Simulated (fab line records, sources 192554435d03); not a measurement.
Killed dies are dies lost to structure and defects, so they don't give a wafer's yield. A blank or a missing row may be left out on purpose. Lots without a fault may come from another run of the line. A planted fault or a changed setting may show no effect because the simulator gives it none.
Split-lot experiment | flow n5_finfet | 7 lots, 21 wafers read, on a route of 1938 steps

THE SPLIT
At N5_BEOL_M0_CUTY_COAT_51 (resist thk 150 nm), the setting spin_rpm was moved away from the recipe's 1500 rpm on 5 of the 21 wafers read, by -9.7% to -5.7%. The other wafers ran this setting at the recipe's value.

FROM THE SPLIT TO THE READING: what the file shows between them, 4 steps
- N5_BEOL_M0_CUTY_EXPOSE_54: exposes mask M0 ABLK (also split here: dose_mj)
- N5_BEOL_M0_CUTY_PEB_55: peb time 60 s
- N5_BEOL_M0_CUTY_DEVELOP_56: develop time 30 s
- N5_BEOL_M0_CUTY_CD_MEAS_57: target cd 200 nm

THE READING
CAR-ArF-block_of_BEOL_M0_CUTY_COAT_51.thk_nm (the simulator's own value, which no gauge read), in nm, at N5_BEOL_M0_CUTY_DESCUM_61 (chemistry O2, time 7.9 s). The file gives no usual value for it. The 16 wafers here that ran the recipe average 143.0 nm, standard deviation 0.55 nm.

wafer  | tool, chamber at the split | spin_rpm as run, rpm | against the recipe | CAR-ArF-block_of_BEOL_M0_CUTY_COAT_51.thk_nm, nm | against lot-mates on the recipe
L075.1 | litho_track-05, 0          | 1500                 | recipe             | 142.8                                            | -
L075.4 | litho_track-05, 0          | 1500                 | recipe             | 143.2                                            | -
L075.5 | litho_track-05, 0          | 1500                 | recipe             | 143.2                                            | -
L077.4 | litho_track-05, 0          | 1500                 | recipe             | 143.2                                            | -
L077.5 | litho_track-05, 0          | 1500                 | recipe             | 142                                              | -
L077.6 | litho_track-05, 0          | 1500                 | recipe             | 142                                              | -
L079.1 | litho_track-04, 0          | 1500                 | recipe             | 142.8                                            | -
L079.4 | litho_track-04, 0          | 1355                 | -9.7%              | 151.6                                            | +8.8
L079.6 | litho_track-04, 0          | 1355                 | -9.7%              | 151.6                                            | +8.8
L082.3 | litho_track-03, 0          | 1500                 | recipe             | 144.4                                            | -
L082.4 | litho_track-03, 0          | 1500                 | recipe             | 143.4                                            | -
L082.5 | litho_track-03, 0          | 1415                 | -5.7%              | 148                                              | +4.1
L085.3 | litho_track-05, 0          | 1355                 | -9.7%              | 150.8                                            | +8.0
L085.5 | litho_track-05, 0          | 1500                 | recipe             | 142.8                                            | -
L085.6 | litho_track-05, 0          | 1355                 | -9.7%              | 151.4                                            | +8.6
L086.2 | litho_track-04, 0          | 1500                 | recipe             | 143                                              | -
L086.4 | litho_track-04, 0          | 1500                 | recipe             | 143                                              | -
L086.6 | litho_track-04, 0          | 1500                 | recipe             | 142.4                                            | -
L092.3 | litho_track-03, 0          | 1500                 | recipe             | 143.2                                            | -
L092.4 | litho_track-03, 0          | 1500                 | recipe             | 143                                              | -
L092.5 | litho_track-03, 0          | 1500                 | recipe             | 143.4                                            | -

THE FIT
A straight line over all 21 wafers: CAR-ArF-block_of_BEOL_M0_CUTY_COAT_51.thk_nm changes by -0.866 nm for each +1% of spin_rpm; r = -0.99; the points scatter about the line by 0.53 nm.
The same after taking each lot's own level away (the mean of its wafers on the recipe; 21 wafers): -0.874 nm for each +1%; r = -0.99; scatter 0.4 nm.
On that fit, the largest move of spin_rpm shifts the reading by 8.4 nm.
The lots' own levels span 142.40 to 143.90 nm, that is 2.7 times the standard deviation above.
So the lot-to-lot level changes the slope little: the two slopes agree.
Check: with one of the wafers moved furthest among these (-9.7%) left out of the fit, the line predicts +8.32 nm for it against its lot-mates. It came out at +8.8 nm against them.

OTHER SPLITS ON THESE WAFERS
These wafers also went through other splits before the reading. Each is held against what the fit with the lots' levels taken away leaves over:
other split on the same wafers         | wafers away from the commonest value | r with CAR-ArF-block_of_BEOL_M0_CUTY_COAT_51.thk_nm (lot level and that fit taken away)
N5_HKMG_FIN_ETCH_58 source_w           | 7                                    | +0.21
N5_MOL_CONTACT_COAG_ALD_27 ald_cycles  | 6                                    | +0.31
N5_MOL_CONTACT_COAG_ALD_133 ald_cycles | 5                                    | -0.37
N5_MOL_CONTACT_COAG_ETCH_67 source_w   | 10                                   | +0.03
N5_BEOL_M0_CUTY_COAT_50 spin_rpm       | 9                                    | +0.06
N5_BEOL_M0_CUTY_EXPOSE_54 dose_mj      | 4                                    | -0.13

THE WHOLE CHAIN: every reading that the file lists as answering this split, in the file's order
step                      | what it does             | reading                                                                                       | change (the file's fit)               | r (the file's)
N5_BEOL_M0_CUTY_COAT_51   | resist thk 150 nm        | CAR-ArF-block_of_BEOL_M0_CUTY_COAT_51.thk_nm (the simulator's own value, which no gauge read) | -0.847 nm for each +1% of the setting | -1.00
N5_BEOL_M0_CUTY_DESCUM_61 | chemistry O2, time 7.9 s | CAR-ArF-block_of_BEOL_M0_CUTY_COAT_51.thk_nm (the simulator's own value, which no gauge read) | -0.861 nm for each +1% of the setting | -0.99

THE FILE'S OWN FIT
CAR-ArF-block_of_BEOL_M0_CUTY_COAT_51.thk_nm changes by -0.861 nm for each +1% of spin_rpm, r = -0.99.
